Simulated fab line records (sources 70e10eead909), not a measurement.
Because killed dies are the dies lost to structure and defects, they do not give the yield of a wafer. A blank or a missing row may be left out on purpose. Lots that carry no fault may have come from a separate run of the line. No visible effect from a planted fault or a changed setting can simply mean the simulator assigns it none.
fab line records	flow nand_harc
record: lots: 12	wafers: 36	last_day: 25
route steps=1159 shown A_WL_FILL@834 A_CONTACT@842 END@1159
lots untouched by any fault: they come from a run of this same line in which no faults occurred
start_h: start of the lot's first displayed wafer, in hours after the record's first day	wait_h: hours elapsed since this lot's preceding step	" unchanged from the row above	L1.1+2: a row that stands for several wafers	- no value, or no start given	* or withheld: withheld	< > ~ a bound
route shown NAME@n: NAME is a module with steps in the file, n the number in the route of the first one	usual: mean/standard deviation of fault-free wafers	same: alike in all rows	chamber/n: place in a boat	sites: per-site readings	_std_site: the values' standard deviation	_edge_site: the outer-site mean with the inner-site mean subtracted	radius_mm: for every site, how far away it sits from the centre of the wafer	mask NAME#n: copy n	behind: the last tool/chamber to shape the wafer	hold: why the lot was held/for how many hours/how that ended	device: which transistor (n, p or np) failed to switch	end of line: tests of these same wafers at the route's end	where a step has no rows: the recipe by itself	killed: count of dies lost to structure and defects at first sort (not the wafer's yield)	map: dies across one wafer; x = killed, . = not, _ = none there
set.NAME: the setting that was run; set.NAME@STEP: the one run at that earlier step	model.NAME: the simulator's own value behind a step, which no gauge read
one table for each step of the route and one row for each wafer, over a sample of lots
services: when a tool's chamber went out of use (start_h, in hours from the record's first day, below 0 if earlier), for how many hours, and the reason
== steps ==
step: NHARC_A_WL_FILL_CMP_12
recipe: t_overpolish_s: 30	target_thk_nm: 75
usual: motor_current_A: 12.3/0.93	overpolish_run_s: 30.000/0.0088	slurry_filter_dp_kPa: 13.50/0.13	slurry_flow_ml_min: 150.0/0.46	time_to_endpoint_s: 15.3/2.7
lot.wafer	tool	chamber	start_h	wait_h	motor_current_A	overpolish_run_s	slurry_filter_dp_kPa	slurry_flow_ml_min	time_to_endpoint_s
L725.2	cmp-04	3	364.45	3.6	12.5	30.001	13.44	149.5	13.2
L725.1	"	1	"	"	11.6	30.004	13.45	150.2	12.7
L725.5	"	3	"	"	11.9	30.010	13.71	150.1	15.1
L727.1	cmp-04	0	374.13	4.3	12.3	29.993	13.47	149.5	15.8
L727.5	"	2	"	"	10.4	29.999	13.43	149.5	12.0
L727.6	"	3	"	"	11.4	30.004	13.50	150.3	12.2
L735.1	cmp-03	2	410.92	4.3	14.1	29.982	13.59	150.2	18.3
L735.4	"	3	"	"	14.0	29.989	13.85	149.7	19.2
L735.6	"	1	"	"	12.2	30.001	13.58	150.2	16.0
L734.2	cmp-02	1	419.37	4.3	13.9	29.996	13.46	149.8	15.8
L734.3	"	2	"	"	12.1	29.992	13.69	149.4	21.0
L734.5	"	3	"	"	12.2	30.009	13.55	149.7	16.1
L739.3	cmp-02	0	434.90	2.2	11.9	30.001	13.56	150.3	14.2
L739.5	"	0	"	"	11.7	30.006	13.53	149.7	15.2
L739.6	"	1	"	"	13.8	30.001	13.46	149.9	14.4
L740.3	cmp-02	2	449.37	2.2	11.6	30.001	13.54	150.0	19.6
L740.1	"	0	"	"	12.6	29.997	13.58	151.0	18.3
L740.6	"	2	"	"	11.5	30.001	13.77	149.5	19.6
L742.3	cmp-04	2	460.95	2.9	10.4	29.995	13.67	149.9	12.7
L742.1	"	3	"	"	12.0	29.989	13.54	150.0	13.7
L742.4	"	1	"	"	12.3	29.998	13.59	150.1	12.7
L743.2	cmp-02	3	465.95	4.4	12.6	29.994	13.66	150.3	15.3
L743.4	"	0	"	"	12.7	29.997	13.48	150.1	13.0
L743.5	"	2	"	"	13.0	29.989	13.61	150.2	14.3
L745.3	cmp-03	1	498.52	2.9	12.1	29.988	13.56	149.6	19.0
L745.4	"	2	"	"	12.4	29.987	13.61	150.4	20.6
L745.5	"	2	"	"	13.5	29.994	13.72	151.2	19.3
L746.2	cmp-04	0	502.83	3.6	12.9	30.017	13.27	150.8	17.2
L746.4	"	1	"	"	12.4	30.005	13.78	149.8	13.6
L746.1	"	3	"	"	11.7	29.987	13.48	150.6	14.3
L747.3	cmp-03	0	503.92	2.3	12.5	29.988	13.51	150.3	17.8
L747.5	"	1	"	"	11.4	30.015	13.54	149.6	19.5
L747.6	"	2	"	"	12.7	30.004	13.49	150.0	17.6
L748.1	cmp-04	1	507.13	4.3	12.1	29.997	13.38	150.3	12.5
L748.5	"	1	"	"	11.3	29.987	13.23	150.4	12.4
L748.6	"	2	"	"	10.9	29.996	13.40	150.0	11.8
step: NHARC_A_CONTACT_DEP_28
recipe: target_thk_a: 36000	temp_c: 400	material: aC
usual: throttle_valve_pct: 35.001/0.0099
lot.wafer	tool	chamber	start_h	wait_h	throttle_valve_pct
L725.1	acl_dep-02	0	366.36	0.8	34.993
L725.2	"	0	"	"	35.006
L725.5	"	0	367.84	2.3	34.993
L727.1	acl_dep-02	0	375.24	0.1	35.004
L727.5	"	0	376.72	1.5	35.011
L727.6	"	0	"	"	34.979
L735.1	acl_dep-02	0	414.33	2.3	34.993
L735.4	"	0	415.42	3.4	35.001
L735.6	"	0	"	"	35.014
L734.2	acl_dep-02	0	422.36	2.0	35.014
L734.3	"	0	"	"	35.005
L734.5	"	0	"	"	35.006
L739.3	acl_dep-03	0	437.01	1.0	35.015
L739.5	"	0	"	"	35.010
L739.6	"	0	"	"	35.008
L740.1	acl_dep-01	0	450.57	0.1	34.997
L740.3	"	0	"	"	34.994
L740.6	"	0	452.39	1.9	34.999
L742.1	acl_dep-01	0	464.02	2.0	35.012
L742.3	"	0	"	"	34.993
L742.4	"	0	"	"	34.999
L743.2	acl_dep-01	0	468.37	1.4	35.008
L743.4	"	0	"	"	34.981
L743.5	"	0	"	"	35.007
L745.3	acl_dep-01	0	500.42	0.8	35.002
L745.4	"	0	"	"	34.996
L745.5	"	0	"	"	34.985
L746.1	acl_dep-03	0	504.00	0.1	34.994
L746.2	"	0	"	"	34.999
L746.4	"	0	"	"	35.027
L747.3	acl_dep-03	0	506.90	2.0	35.001
L747.5	"	0	"	"	35.008
L747.6	"	0	"	"	34.996
L748.1	acl_dep-02	0	508.73	0.5	35.002
L748.5	"	0	510.19	2.0	34.996
L748.6	"	0	"	"	35.004
step: NHARC_A_CONTACT_DEP_29
recipe: target_thk_a: 700	target_thk_nm: 70	temp_c: 400	pressure_torr: 3.5	flow_sccm: 200	rf_w: 350	material: SiON
usual: heater_power_w: 750/100
lot.wafer	tool	chamber	start_h	wait_h	heater_power_w
L725.2	pecvd-04	1	368.59	1.5	836
L725.1	"	0	"	"	890
L725.5	"	2	"	"	760
L727.1	pecvd-02	2	377.49	1.9	936
L727.5	"	2	"	"	929
L727.6	"	1	"	"	762
L735.1	pecvd-04	2	416.56	1.9	663
L735.4	"	2	"	"	660
L735.6	"	0	"	"	822
L734.3	pecvd-03	2	424.21	1.1	864
L734.2	"	0	"	"	670
L734.5	"	1	"	"	810
L739.3	pecvd-03	2	438.50	1.1	888
L739.6	"	0	"	"	688
L739.5	"	1	"	"	683
L740.1	pecvd-04	1	452.80	1.9	649
L740.3	"	2	"	"	686
L740.6	"	0	"	"	897
L742.3	pecvd-04	1	466.25	1.1	804
L742.1	"	2	"	"	771
L742.4	"	2	"	"	816
L743.2	pecvd-02	0	470.32	1.6	618
L743.5	"	1	"	"	798
L743.4	"	0	"	"	630
L745.3	pecvd-03	2	501.91	1.1	790
L745.4	"	0	"	"	617
L745.5	"	1	"	"	782
L746.2	pecvd-03	0	506.20	1.5	629
L746.1	"	1	"	"	714
L746.4	"	0	"	"	618
L747.3	pecvd-03	2	508.44	1.2	727
L747.6	"	0	"	"	651
L747.5	"	2	"	"	756
L748.1	pecvd-02	1	511.00	1.9	692
L748.6	"	1	"	"	702
L748.5	"	2	"	"	896
step: NHARC_A_CONTACT_INSPECT_44
usual: raw_defect_count: 26/10
lot.wafer	tool	chamber	start_h	wait_h	hold	raw_defect_count
L725.1	defect_inspect-01	-	369.44	0.0	-	39
L725.2	"	-	"	"	-	37
L725.5	"	-	"	"	-	21
L727.1	defect_inspect-02	-	378.21	0.0	-	29
L727.5	"	-	"	"	-	19
L727.6	"	-	"	"	-	14
L735.1	defect_inspect-02	-	417.41	0.0	await_dispo/0.2h/release	816
L735.4	"	-	"	"	await_dispo/0.2h/release	869
L735.6	"	-	"	"	await_dispo/0.2h/release	858
L735.1	defect_inspect-02	-	417.58	0.2	-	807
L735.4	"	-	"	"	-	859
L735.6	"	-	"	"	-	853
L734.2	defect_inspect-01	-	425.09	0.0	await_dispo/0.2h/release	871
L734.3	"	-	"	"	await_dispo/0.2h/release	810
L734.5	"	-	"	"	await_dispo/0.2h/release	824
L734.2	defect_inspect-01	-	425.26	0.2	-	863
L734.3	"	-	"	"	-	805
L734.5	"	-	"	"	-	837
L739.3	defect_inspect-02	-	439.35	0.0	-	22
L739.5	"	-	"	"	-	27
L739.6	"	-	"	"	-	23
L740.1	defect_inspect-01	-	453.63	0.0	-	30
L740.3	"	-	"	"	-	18
L740.6	"	-	"	"	-	31
L742.1	defect_inspect-01	-	467.10	0.0	-	24
L742.3	"	-	"	"	-	25
L742.4	"	-	"	"	-	32
L743.2	defect_inspect-01	-	471.11	0.0	-	35
L743.4	"	-	"	"	-	27
L743.5	"	-	"	"	-	35
L745.3	defect_inspect-02	-	502.75	0.0	-	31
L745.4	"	-	"	"	-	35
L745.5	"	-	"	"	-	33
L746.1	defect_inspect-01	-	506.92	0.0	-	16
L746.2	"	-	"	"	-	13
L746.4	"	-	"	"	-	10
L747.3	defect_inspect-02	-	509.23	0.0	-	18
L747.5	"	-	"	"	-	18
L747.6	"	-	"	"	-	26
L748.1	defect_inspect-02	-	511.70	0.0	-	45
L748.5	"	-	"	"	-	38
L748.6	"	-	"	"	-	32
step: NHARC_A_CONTACT_DESCUM_47
recipe: time_s: 3	o2_flow_sccm: 200	ar_flow_sccm: 0	bias_power_w: 0	chemistry: O2
usual: drypump_motor_current_A: 5.6/0.34	oes_product_au: 1.000/0.0093	rf_vpp_V: 58.0/0.78	showerhead_plenum_p_Torr: 1.93/0.048	throttle_valve_pct: 11.311/0.01
lot.wafer	tool	chamber	start_h	wait_h	drypump_motor_current_A	oes_product_au	rf_hours_counter_h	rf_vpp_V	showerhead_plenum_p_Torr	throttle_valve_pct
L725.1	rie_diel-02	0	369.50	0.1	5.4	0.989	6	57.2	1.91	11.308
L725.2	"	1	"	"	5.5	0.994	6	58.0	2.00	11.309
L725.5	"	1	"	"	5.5	0.990	-	57.2	2.00	11.308
L727.1	rie_diel-02	3	378.29	0.1	5.1	0.989	9	57.7	1.96	11.305
L727.5	"	0	"	"	5.4	0.997	-	57.0	1.91	11.312
L727.6	"	1	"	"	5.5	1.001	-	57.8	2.00	11.327
L739.3	rie_diel-04	0	439.43	0.1	5.6	1.000	54	57.2	1.92	11.302
L739.5	"	1	"	"	5.6	1.001	-	57.2	1.95	11.323
L739.6	"	2	"	"	6.2	1.014	-	58.3	1.91	11.320
L740.3	rie_diel-02	0	453.71	0.1	5.5	0.992	20	59.1	1.91	11.300
L740.1	"	2	"	"	6.1	1.014	19	57.0	1.86	11.298
L740.6	"	0	"	"	5.5	1.003	-	57.9	1.91	11.293
L742.3	rie_diel-02	2	467.17	0.1	6.1	1.004	21	58.7	1.86	11.316
L742.4	"	3	"	"	5.1	1.010	26	57.6	1.95	11.314
L742.1	"	0	"	"	5.5	0.996	23	58.0	1.91	11.301
L743.2	rie_diel-02	0	471.18	0.1	5.5	0.998	23	57.7	1.91	11.316
L743.4	"	2	"	"	6.2	1.004	22	57.8	1.86	11.295
L743.5	"	1	"	"	5.5	1.008	-	59.1	1.99	11.312
L745.3	rie_diel-04	2	502.81	0.1	6.1	0.991	6	58.5	1.90	11.298
L745.4	"	3	"	"	5.7	1.008	7	58.3	1.88	11.314
L745.5	"	3	"	"	5.8	0.999	-	58.0	1.88	11.317
L746.1	rie_diel-04	0	506.98	0.1	5.6	0.981	10	58.4	1.91	11.300
L746.4	"	1	"	"	5.6	0.989	10	57.1	1.95	11.329
L746.2	"	2	"	"	6.1	0.998	8	58.7	1.90	11.318
L747.3	rie_diel-08	0	509.32	0.1	5.2	1.020	6	56.6	1.86	11.315
L747.5	"	1	"	"	5.7	1.007	-	57.7	2.00	11.323
L747.6	"	2	"	"	5.5	0.993	-	58.6	1.99	11.323
L748.1	rie_diel-08	2	511.81	0.1	5.5	0.990	8	55.9	1.99	11.309
L748.6	"	3	"	"	6.2	1.001	-	56.2	1.96	11.302
L748.5	"	0	"	"	5.2	1.018	-	56.7	1.86	11.304
step: NHARC_END_SORT_01
recipe: temp_c: 25
usual: defect_limited_yield: 95.3/1.3	killed_at_array: 28/8.6	killed_at_other: 0.7/1.2	killed_at_periphery: 3.1/2.3	killed_dies: 32/8.7	killed_open: 3.2/1.7	killed_short: 2.0/1.5	sort_bin_2_pct: 1.5/0.58	sort_bin_3_pct: 0.28/0.22	sort_bin_4_pct: 3.0/0.86	sort_n_pass: 645/8.7	sort_rim_yield_pct: 97.8/1.4	sort_yield_pct: 95.3/1.3
same: gross_dies: 677	sort_bin_5_pct[%]: 0	sort_bin_6_pct[%]: 0	sort_bin_7_pct[%]: 0	sort_bin_8_pct[%]: 0	sort_rim_n_gross: 106.00
lot.wafer	tool	chamber	start_h	wait_h	defect_limited_yield[%]	killed_at_array	killed_at_other	killed_at_periphery	killed_dies	killed_open	killed_short	sort_bin_2_pct[%]	sort_bin_3_pct[%]	sort_bin_4_pct[%]	sort_n_pass	sort_rim_yield_pct[%]	sort_yield_pct[%]
L740.1	prober-01	0	530.02	2.5	94.1	32	3	5	40	3	2	1.8	0.30	3.8	637	98.1	94.1
L740.3	prober-01	0	531.59	3.0	95.6	23	4	3	30	3	1	1.0	0.15	3.2	647	99.1	95.6
L740.6	prober-01	0	533.93	3.9	93.4	38	3	4	45	5	6	2.1	0.59	4.0	632	98.1	93.4
killed by level:class
L740.1 A_CHANNEL_HOLE_D1:chamber_film_flake=23 A_CONTACT:chamber_film_flake=4 THIN_TSV:chamber_film_flake=3 P_CONTACT:chamber_film_flake=2 P_GATE:geometric_particle:short=1 A_CHANNEL_FILL_D1:geometric_particle:short=1 A_SGD_CUT:geometric_particle:open=1 A_CONTACT:geometric_particle:open=1
L740.3 A_CHANNEL_HOLE_D1:chamber_film_flake=12 A_CONTACT:chamber_film_flake=7 P_CONTACT:chamber_film_flake=3 THIN_TSV:chamber_film_flake=3 A_ONON_D1:geometric_particle:open=1 A_CONTACT:geometric_particle:open=1 A_BLC:geometric_particle:short=1 STARTING-WAFER:geometric_particle:open=1
L740.6 A_CHANNEL_HOLE_D1:chamber_film_flake=20 A_CONTACT:chamber_film_flake=9 A_CONTACT:geometric_particle:short=3 THIN_TSV:chamber_film_flake=3 P_M0:geometric_particle:open=2 P_CONTACT:chamber_film_flake=2 A_SOURCE_PLATE:geometric_particle:short=1 A_CHANNEL_FILL_D1:geometric_particle:short=1
== services ==
tool	chamber	start_h	hours	kind
acl_dep-02	-	350.25	13.0	pm
rie_diel-02	2	351.49	19.5	repair
rie_diel-02	0	361.33	4.1	repair
pecvd-04	-	376.18	13.0	pm
cmp-04	-	395.86	0.3	repair
cmp-02	-	398.69	0.6	repair
cmp-04	-	399.06	4.0	pm
rie_diel-02	2	399.59	5.1	repair
cmp-02	-	400.53	1.0	repair
cmp-02	-	422.76	4.0	pm
pecvd-04	-	435.24	1.0	repair
cmp-02	-	444.38	0.4	repair
rie_diel-02	2	459.83	4.2	repair
pecvd-03	-	460.10	1.2	repair
rie_diel-02	1	462.89	1.5	repair
cmp-02	-	468.98	1.7	repair
pecvd-03	-	473.28	13.0	pm
rie_diel-02	2	475.63	6.5	repair
acl_dep-01	-	478.76	13.0	pm
cmp-04	-	497.06	4.0	pm
cmp-02	-	500.94	2.2	repair
rie_diel-02	-	504.83	9.0	pm
cmp-02	-	506.22	6.2	repair
pecvd-04	-	509.00	0.2	repair
== key ==
first_sign: step: NHARC_A_CONTACT_INSPECT_44	reading: visit	direction: added
effect: step: NHARC_A_CONTACT_INSPECT_44	reading: raw_defect_count	direction: up	sigmas: 78	usual: 26	struck: 841
met_at NHARC_A_CONTACT_DEP_28
struck_lots L734,L735
scrapped_behind NHARC_A_CONTACT_INSPECT_44 L734.2,L734.3,L734.5,L735.1,L735.4,L735.6
not_acting_at NHARC_A_WL_FILL_CMP_12,NHARC_A_CONTACT_DEP_29,NHARC_A_CONTACT_DESCUM_47
onset_between 375.24 414.33
fault: kind: chamber_particle_source	tool: acl_dep-02	chamber: -	onset_h: 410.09	steps: NHARC_A_CONTACT_DEP_28	rate_per_visit_cm2: 1.2688	end_h: 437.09
